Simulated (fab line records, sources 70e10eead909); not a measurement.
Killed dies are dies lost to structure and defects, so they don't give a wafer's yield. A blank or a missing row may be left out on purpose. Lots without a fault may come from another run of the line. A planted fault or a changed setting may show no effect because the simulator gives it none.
Chamber matching | flow nand_harc | NHARC_A_BONDPAD_ETCH_34 on rie_diel-02: 4 sister chambers
The step etches the open film in N2/H2, target depth 60 nm, overetch 18 nm, time 65.91 s. 4 wafers are shown with their chamber, then 6 later ones without.

WAFERS WITH THEIR CHAMBER
wafer  | chamber | drypump_motor_current_A (A)
L765.2 | 0       | 6.4
L765.5 | 3       | 5.3
L773.1 | 2       | 5.8
L773.3 | 1       | 5.9

WAFERS WITHOUT THEIR CHAMBER
wafer  | drypump_motor_current_A (A)
L773.6 | 5.8
L775.3 | 5.3
L775.4 | 6.3
L775.6 | 5.9
L783.1 | 5.8
L783.4 | 5.9

WHICH CHAMBER EACH WENT THROUGH
wafer  | from the rows above | in truth
L773.6 | 2                   | 2
L775.3 | 3                   | 3
L775.4 | 0                   | 0
L775.6 | 1                   | 1
L783.1 | 2                   | 2
L783.4 | 1                   | 1
Placed correctly: 6 of 6. Can't be placed from these rows: 0. Placed wrongly: 0.
How it was worked out, from the rows above alone: a wafer's distance from a chamber is the root of the sum, over the readings, of the square of ((its reading less the chamber's mean) divided by the reading's scatter). The wafer belongs to the nearest chamber; if the next one is less than 2 further off, it can't be placed. A chamber's mean is the mean of its shown wafers. The scatter: with one shown wafer a chamber, the root of the mean of the squares of how far each hidden wafer lies from its nearest shown one.
